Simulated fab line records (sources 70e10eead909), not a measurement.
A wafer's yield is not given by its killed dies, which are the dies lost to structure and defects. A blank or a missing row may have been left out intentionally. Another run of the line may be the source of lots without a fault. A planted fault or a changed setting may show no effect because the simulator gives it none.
fab line records -- flow nand_harc
[record] lots = 13, wafers = 39, last_day = 33
route steps=1302 shown P_BONDPAD@381 A_ZERO_WELL@403 A_ONON_D1@426 END@1302
lots untouched by any fault: they come from a run of this same line in which no faults occurred
start_h: start of the lot's first displayed wafer, in hours after the record's first day -- wait_h: how many hours have passed since the lot's step before this one -- " repeats the value in the row above -- L1.1+2: several wafers, shown together as one row -- - no value, or no start was given -- * or withheld: withheld -- < > ~ a bound
route shown NAME@n: names a module that has steps shown in the file, with the first one's number in the route -- usual: mean/standard deviation taken from wafers without a fault -- same: alike in all rows -- chamber/n: place in a boat -- sites: the reading at each site -- _std_site: standard deviation of those values -- _edge_site: inner sites' mean taken away from outer sites' mean -- radius_mm: for every site, how far away it sits from the centre of the wafer -- mask NAME#n: copy n -- behind: tool/chamber where the wafer was last shaped -- hold: the reason the lot was held/the length of the hold in hours/how it ended -- device: transistor that didn't switch, given as n, p or np -- end of line: at the end of the route, the tests of the same wafers -- where a step has no rows: the recipe by itself -- killed: dies that structure and defects cost at the first sort, which is not the same as the wafer's yield -- map: a wafer's dies, x killed, . not, _ none there
set.NAME: the setting the step ran with; set.NAME@STEP: the setting that earlier step ran with -- model.NAME: the simulator's own value behind a step, which no gauge read
route steps across a sampled set of lots; one table per step, one row per wafer
services: from which hour (start_h, from the record's first day; less than 0 if before it) a tool's chamber was out of use, for how many hours, and why
[[steps]]
[step NHARC_P_BONDPAD_THK_MEAS_20]
[recipe] thk_meas_gauge = xrf
[usual] thk_nm = 160.4/1.3
lot.wafer,tool,chamber,start_h,wait_h,thk_nm
L811.2,film_metro-01,-,136.04,-,160.1
L811.3,film_metro-01,-,136.04,-,161.0
L811.6,film_metro-01,-,136.04,-,158.8
L812.2,film_metro-01,-,141.36,-,161.3
L812.4,film_metro-01,-,141.36,-,159.2
L812.5,film_metro-01,-,141.36,-,160.3
L813.2,film_metro-02,-,159.41,-,161.0
L813.5,film_metro-02,-,159.41,-,162.4
L813.6,film_metro-02,-,159.41,-,161.4
L816.2,film_metro-01,-,182.15,-,158.5
L816.3,film_metro-01,-,182.15,-,162.6
L816.5,film_metro-01,-,182.15,-,160.0
L817.3,film_metro-01,-,199.88,-,160.0
L817.5,film_metro-01,-,199.88,-,159.2
L817.6,film_metro-01,-,199.88,-,160.2
L818.1,film_metro-02,-,208.03,-,159.6
L818.3,film_metro-02,-,208.03,-,159.8
L818.5,film_metro-02,-,208.03,-,158.3
L820.2,film_metro-02,-,231.32,-,158.4
L820.5,film_metro-02,-,231.32,-,157.7
L820.6,film_metro-02,-,231.32,-,160.5
L822.3,film_metro-02,-,244.45,-,161.6
L822.4,film_metro-02,-,244.45,-,160.1
L822.5,film_metro-02,-,244.45,-,158.6
L823.2,film_metro-02,-,257.69,-,160.3
L823.5,film_metro-02,-,257.69,-,158.5
L823.6,film_metro-02,-,257.69,-,161.0
L831.2,film_metro-02,-,338.34,-,162.5
L831.4,film_metro-02,-,338.34,-,160.8
L831.5,film_metro-02,-,338.34,-,162.4
L832.1,film_metro-01,-,347.17,-,160.2
L832.2,film_metro-01,-,347.17,-,157.9
L832.4,film_metro-01,-,347.17,-,160.1
L833.1,film_metro-01,-,359.64,-,159.1
L833.3,film_metro-01,-,359.64,-,159.8
L833.6,film_metro-01,-,359.64,-,161.1
L834.1,film_metro-01,-,374.01,-,160.4
L834.2,film_metro-01,-,374.01,-,161.6
L834.5,film_metro-01,-,374.01,-,159.1
[step NHARC_A_ZERO_WELL_DESCUM_12]
[recipe] time_s = 3, o2_flow_sccm = 200, ar_flow_sccm = 0, bias_power_w = 0, chemistry = O2
[usual] drypump_motor_current_A = 5.9/0.41, mfc_ar_sccm = 0.012/0.011, oes_product_au = 1.000/0.0074, rf_vpp_V = 57.8/0.9, showerhead_plenum_p_Torr = 1.91/0.065, throttle_valve_pct = 11.312/0.0093
lot.wafer,tool,chamber,start_h,wait_h,drypump_motor_current_A,mfc_ar_sccm,oes_product_au,rf_hours_counter_h,rf_vpp_V,showerhead_plenum_p_Torr,throttle_valve_pct
L811.2,rie_diel-07,3,137.70,-,6.5,0.022,0.991,0,57.9,1.81,11.297
L811.3,rie_diel-07,0,137.70,-,5.9,0.025,0.997,0,58.9,2.01,11.319
L811.6,rie_diel-07,0,137.70,-,5.9,0.025,1.008,-,59.2,2.01,11.313
L812.2,rie_diel-12,3,143.03,-,6.5,0.024,1.013,5,56.2,1.89,11.304
L812.4,rie_diel-12,0,143.03,-,5.4,0.006,1.010,6,58.4,1.92,11.319
L812.5,rie_diel-12,2,143.03,-,5.1,0.002,1.009,-,58.0,1.87,11.331
L813.2,rie_diel-07,1,161.11,-,5.7,0,0.996,1,57.6,1.91,11.306
L813.5,rie_diel-07,0,161.11,-,5.9,0.025,1.002,-,57.2,2.01,11.310
L813.6,rie_diel-07,1,161.11,-,5.7,0,0.988,-,56.8,1.91,11.322
L816.3,rie_diel-07,3,183.83,-,6.5,0.022,1.000,1,56.8,1.81,11.308
L816.2,rie_diel-07,0,183.83,-,5.9,0.025,0.993,1,58.2,2.01,11.320
L816.5,rie_diel-07,3,183.83,-,6.5,0.022,0.994,-,57.8,1.81,11.309
L817.3,rie_diel-07,3,201.45,-,6.5,0.022,0.992,1,56.5,1.81,11.307
L817.5,rie_diel-07,3,201.45,-,6.5,0.022,1.010,-,57.3,1.81,11.318
L817.6,rie_diel-07,0,201.45,-,5.9,0.025,1.002,-,58.5,2.01,11.319
L818.1,rie_diel-07,0,209.73,-,5.9,0.025,1.002,2,58.3,2.01,11.302
L818.3,rie_diel-07,1,209.73,-,5.7,0,0.994,2,57.7,1.91,11.311
L818.5,rie_diel-07,3,209.73,-,6.5,0.022,0.998,-,56.4,1.81,11.301
L820.2,rie_diel-07,2,232.87,-,5.7,0.003,0.990,2,58.6,1.95,11.324
L820.6,rie_diel-07,2,232.87,-,5.7,0.003,0.988,-,58.5,1.95,11.323
L820.5,rie_diel-07,3,232.87,-,6.5,0.022,0.996,-,57.0,1.81,11.303
L822.4,rie_diel-06,3,246.12,-,5.9,0.026,0.997,38,57.3,1.85,11.320
L822.3,rie_diel-06,0,246.12,-,5.7,0.028,1.006,37,56.5,1.90,11.313
L822.5,rie_diel-06,2,246.12,-,5.0,0.003,1.006,-,60.1,1.94,11.313
L823.2,rie_diel-07,2,259.26,-,5.7,0.003,0.994,2,59.3,1.95,11.311
L823.5,rie_diel-07,3,259.26,-,6.5,0.022,0.990,-,58.9,1.81,11.312
L823.6,rie_diel-07,0,259.26,-,5.9,0.025,0.999,-,57.1,2.01,11.311
L831.2,rie_diel-12,3,340.05,-,6.5,0.024,0.993,10,56.7,1.88,11.304
L831.4,rie_diel-12,0,340.05,-,5.5,0.006,1.000,-,57.6,1.91,11.319
L831.5,rie_diel-12,2,340.05,-,5.1,0.002,0.999,-,57.3,1.86,11.312
L832.2,rie_diel-07,0,348.86,-,5.9,0.025,0.999,1,60.0,2.01,11.301
L832.4,rie_diel-07,2,348.86,-,5.7,0.003,1.002,1,58.0,1.95,11.322
L832.1,rie_diel-07,3,348.86,-,6.5,0.022,1.005,1,59.3,1.81,11.319
L833.3,rie_diel-07,0,361.35,-,5.9,0.025,0.997,2,59.4,2.01,11.314
L833.1,rie_diel-07,1,361.35,-,5.6,0,1.004,1,57.4,1.90,11.306
L833.6,rie_diel-07,2,361.35,-,5.8,0.003,0.988,-,57.9,1.95,11.303
L834.1,rie_diel-07,0,375.68,-,5.9,0.025,0.999,2,56.4,2.01,11.327
L834.2,rie_diel-07,1,375.68,-,5.7,0,0.995,2,58.4,1.90,11.309
L834.5,rie_diel-07,3,375.68,-,6.5,0.022,1.014,-,57.8,1.81,11.308
[step NHARC_A_ONON_D1_DEP_03]
[recipe] target_thk_a = 10000, n2_flow_sccm = 2750, n2o_flow_sccm = 2000, nh3_flow_sccm = 500, sih4_flow_sccm = 210, temp_c = 400
[usual] sih4_flow_sccm = 210.1/0.6
lot.wafer,tool,chamber,start_h,wait_h,sih4_flow_sccm
L811.2,pecvd_onon-04,0,160.23,0.1,209.1
L811.3,pecvd_onon-04,0,160.23,0.1,208.4
L811.6,pecvd_onon-04,0,160.23,0.1,208.8
L812.2,pecvd_onon-04,0,164.54,0.1,210.7
L812.4,pecvd_onon-04,0,164.54,0.1,211.1
L812.5,pecvd_onon-04,0,164.54,0.1,210.4
L813.2,pecvd_onon-02,0,184.10,0.1,210.0
L813.5,pecvd_onon-02,0,184.10,0.1,210.3
L813.6,pecvd_onon-02,0,184.10,0.1,210.0
L816.2,pecvd_onon-02,0,206.26,0.1,210.5
L816.3,pecvd_onon-02,0,206.26,0.1,211.0
L816.5,pecvd_onon-02,0,206.26,0.1,210.2
L817.3,pecvd_onon-04,0,227.51,0.2,210.3
L817.5,pecvd_onon-04,0,227.51,0.2,209.7
L817.6,pecvd_onon-04,0,227.51,0.2,209.6
L818.1,pecvd_onon-04,0,232.03,0.1,211.1
L818.3,pecvd_onon-04,0,232.03,0.1,210.4
L818.5,pecvd_onon-04,0,232.03,0.1,211.2
L820.2,pecvd_onon-04,0,255.31,0.1,209.9
L820.5,pecvd_onon-04,0,255.31,0.1,209.8
L820.6,pecvd_onon-04,0,255.31,0.1,210.2
L822.3,pecvd_onon-04,0,269.95,0.2,210.1
L822.4,pecvd_onon-04,0,269.95,0.2,210.8
L822.5,pecvd_onon-04,0,269.95,0.2,210.4
L823.2,pecvd_onon-04,0,281.98,0.1,210.3
L823.5,pecvd_onon-04,0,281.98,0.1,209.9
L823.6,pecvd_onon-04,0,281.98,0.1,210.6
L831.2,pecvd_onon-04,0,361.98,0.1,211.3
L831.4,pecvd_onon-04,0,361.98,0.1,209.2
L831.5,pecvd_onon-04,0,361.98,0.1,210.7
L832.1,pecvd_onon-04,0,371.73,0.1,209.6
L832.2,pecvd_onon-04,0,371.73,0.1,210.0
L832.4,pecvd_onon-04,0,371.73,0.1,210.2
L833.1,pecvd_onon-02,0,383.59,0.1,209.7
L833.3,pecvd_onon-02,0,383.59,0.1,210.0
L833.6,pecvd_onon-02,0,383.59,0.1,210.0
L834.1,pecvd_onon-01,0,400.11,0.1,209.3
L834.2,pecvd_onon-01,0,400.11,0.1,209.5
L834.5,pecvd_onon-01,0,400.11,0.1,209.6
[step NHARC_A_ONON_D1_THK_MEAS_05]
[recipe] thk_meas_gauge = ellipsometry
[usual] thk_nm = 1001/9.9
lot.wafer,tool,chamber,start_h,wait_h,thk_nm
L811.2,film_metro-02,-,160.68,-,992
L811.3,film_metro-02,-,160.68,-,991
L811.6,film_metro-02,-,160.68,-,993
L812.2,film_metro-01,-,164.99,-,1007
L812.4,film_metro-01,-,164.99,-,1008
L812.5,film_metro-01,-,164.99,-,1008
L813.2,film_metro-01,-,184.55,-,1013
L813.5,film_metro-01,-,184.55,-,1013
L813.6,film_metro-01,-,184.55,-,1011
L816.2,film_metro-01,-,206.71,-,988
L816.3,film_metro-01,-,206.71,-,987
L816.5,film_metro-01,-,206.71,-,985
L817.3,film_metro-01,-,227.90,-,1014
L817.5,film_metro-01,-,227.90,-,1012
L817.6,film_metro-01,-,227.90,-,1014
L818.1,film_metro-02,-,232.54,-,1018
L818.3,film_metro-02,-,232.54,-,1019
L818.5,film_metro-02,-,232.54,-,1020
L820.2,film_metro-02,-,255.76,-,991
L820.5,film_metro-02,-,255.76,-,991
L820.6,film_metro-02,-,255.76,-,993
L822.3,film_metro-01,-,270.35,-,1245
L822.4,film_metro-01,-,270.35,-,1246
L822.5,film_metro-01,-,270.35,-,1247
L823.2,film_metro-01,-,282.43,-,1253
L823.5,film_metro-01,-,282.43,-,1254
L823.6,film_metro-01,-,282.43,-,1252
L831.2,film_metro-01,-,362.43,-,1020
L831.4,film_metro-01,-,362.43,-,1019
L831.5,film_metro-01,-,362.43,-,1019
L832.1,film_metro-02,-,372.24,-,1003
L832.2,film_metro-02,-,372.24,-,1003
L832.4,film_metro-02,-,372.24,-,1002
L833.1,film_metro-01,-,384.11,-,1001
L833.3,film_metro-01,-,384.11,-,1002
L833.6,film_metro-01,-,384.11,-,1002
L834.1,film_metro-02,-,400.62,-,988
L834.2,film_metro-02,-,400.62,-,989
L834.5,film_metro-02,-,400.62,-,988
[step NHARC_END_SORT_01]
[recipe] temp_c = 25
[usual] killed_at_array = 59/17, killed_at_other = 0.7/0.9, killed_at_periphery = 3.6/2.3, killed_dies = 63/18, killed_open = 3.4/1.9, killed_short = 2.6/1.7
[same] gross_dies = 677
lot.wafer,tool,chamber,start_h,wait_h,killed_at_array,killed_at_other,killed_at_periphery,killed_dies,killed_open,killed_short
L822.3,prober-01,0,684.30,3.1,673,0,4,677,3,3
L822.4,prober-01,0,685.10,3.4,673,0,4,677,5,4
L822.5,prober-01,0,685.89,3.7,677,0,0,677,2,4
L823.2,prober-01,0,691.29,2.8,672,1,4,677,3,1
L823.5,prober-01,0,693.72,3.7,669,0,8,677,4,5
L823.6,prober-01,0,694.53,4.0,673,0,4,677,2,2
// killed by level:class
L822.3 A_ONON_D1:area_dep=630 A_CHANNEL_HOLE_D1:chamber_film_flake=27 A_CONTACT:chamber_film_flake=6 A_SLIT:chamber_film_flake=3 A_CHANNEL_HOLE_D2:unspecified=2 P_STI:geometric_particle:short=1 P_CONTACT:geometric_particle:open=1 P_M0:geometric_particle:open=1
L822.4 A_ONON_D1:area_dep=614 A_CHANNEL_HOLE_D1:chamber_film_flake=35 A_CONTACT:chamber_film_flake=11 A_ONON_D1:geometric_particle:open=2 A_M0:geometric_particle:short=2 A_ZERO_WELL:chamber_film_flake=2 A_STAIRCASE:chamber_film_flake=2 P_GATE:geometric_particle:open=1
L822.5 A_ONON_D1:area_dep=616 A_CHANNEL_HOLE_D1:chamber_film_flake=32 A_STAIRCASE:chamber_film_flake=6 A_CHANNEL_HOLE_D2:chamber_film_flake=5 A_SLIT:chamber_film_flake=4 A_CONTACT:chamber_film_flake=4 A_ONON_D2:geometric_particle:short=2 A_CHANNEL_HOLE_D2:unspecified=2
L823.2 A_ONON_D1:area_dep=601 A_SLIT:chamber_film_flake=30 A_CHANNEL_HOLE_D2:chamber_film_flake=17 A_STAIRCASE:chamber_film_flake=6 A_CONTACT:chamber_film_flake=6 A_CHANNEL_HOLE_D1:chamber_film_flake=5 P_M1:chamber_film_flake=2 A_CHANNEL_FILL_D2:chamber_film_flake=2
L823.5 A_ONON_D1:area_dep=607 A_SLIT:chamber_film_flake=21 A_CHANNEL_HOLE_D2:chamber_film_flake=15 A_STAIRCASE:chamber_film_flake=10 A_CHANNEL_HOLE_D1:chamber_film_flake=3 A_CONTACT:chamber_film_flake=3 A_WL_FILL:chamber_film_flake=3 P_M0:geometric_particle:short=2
L823.6 A_ONON_D1:area_dep=618 A_SLIT:chamber_film_flake=26 A_CHANNEL_HOLE_D2:chamber_film_flake=9 A_STAIRCASE:chamber_film_flake=7 A_CHANNEL_HOLE_D1:chamber_film_flake=3 A_CONTACT:chamber_film_flake=3 A_DECK1_JOINT:chamber_film_flake=2 A_WL_FILL:chamber_film_flake=2
[[services]]
tool,chamber,start_h,hours,kind
rie_diel-06,-,115.88,2.4,repair
rie_diel-07,-,117.20,9.0,pm
rie_diel-07,0,117.20,9.0,vent_cycle
rie_diel-12,3,126.64,5.2,repair
pecvd_onon-04,-,130.10,13.0,pm
rie_diel-06,-,130.20,9.0,pm
rie_diel-07,2,169.16,4.4,repair
pecvd_onon-02,-,185.00,13.0,pm
rie_diel-06,0,242.40,3.2,repair
rie_diel-06,-,267.90,1.7,repair
rie_diel-12,-,268.40,9.0,pm
pecvd_onon-01,-,269.00,13.0,pm
rie_diel-06,2,280.35,2.8,repair
rie_diel-06,1,284.14,5.7,repair
rie_diel-06,-,293.01,0.6,repair
rie_diel-07,-,294.20,9.0,pm
rie_diel-06,-,294.49,0.8,repair
pecvd_onon-04,-,304.04,0.3,repair
rie_diel-06,-,307.20,9.0,pm
pecvd_onon-04,-,311.10,13.0,pm
rie_diel-12,1,337.64,21.1,repair
pecvd_onon-02,-,366.31,13.0,pm
rie_diel-07,-,391.05,0.4,repair
rie_diel-12,-,392.43,2.7,repair
[[key]]
[first_sign] step = NHARC_A_ONON_D1_THK_MEAS_05, reading = thk_nm, direction = up, sigmas = 25, usual = 1001, struck = 1249
[effect] step = NHARC_END_SORT_01, reading = killed_at_array, direction = up, sigmas = 36, usual = 59, struck = 673
[more_kills_born_at] NHARC_A_ONON_D1_DEP_03@pecvd_onon-04 = 3686
met_at NHARC_A_ONON_D1_DEP_03
struck_lots L822,L823
later_rows_left_out L822.3,L822.4,L822.5,L823.2,L823.5,L823.6
tester_left_out L822,L823
not_acting_at NHARC_P_BONDPAD_THK_MEAS_20,NHARC_A_ZERO_WELL_DESCUM_12
onset_between 255.31 269.95
[fault] kind = process_parameter_drift, tool = pecvd_onon-04, chamber = -, onset_h = 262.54, steps = NHARC_A_ONON_D1_DEP_03, channel = target_thk_a, offset = *, shape = step, end_h = 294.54, acts_in = *, stated = *
// tester_left_out: of these lots the tester's yield and bins aren't shown, on N5 and GAA mostly nor the transistor test; their killed dies are dies lost to structure and defects alone, not to doping, threshold or leakage, so they don't give the yield
// later_rows_left_out: the simulator's readings of these wafers behind a module that went badly wrong aren't trusted and aren't shown, but for the sort
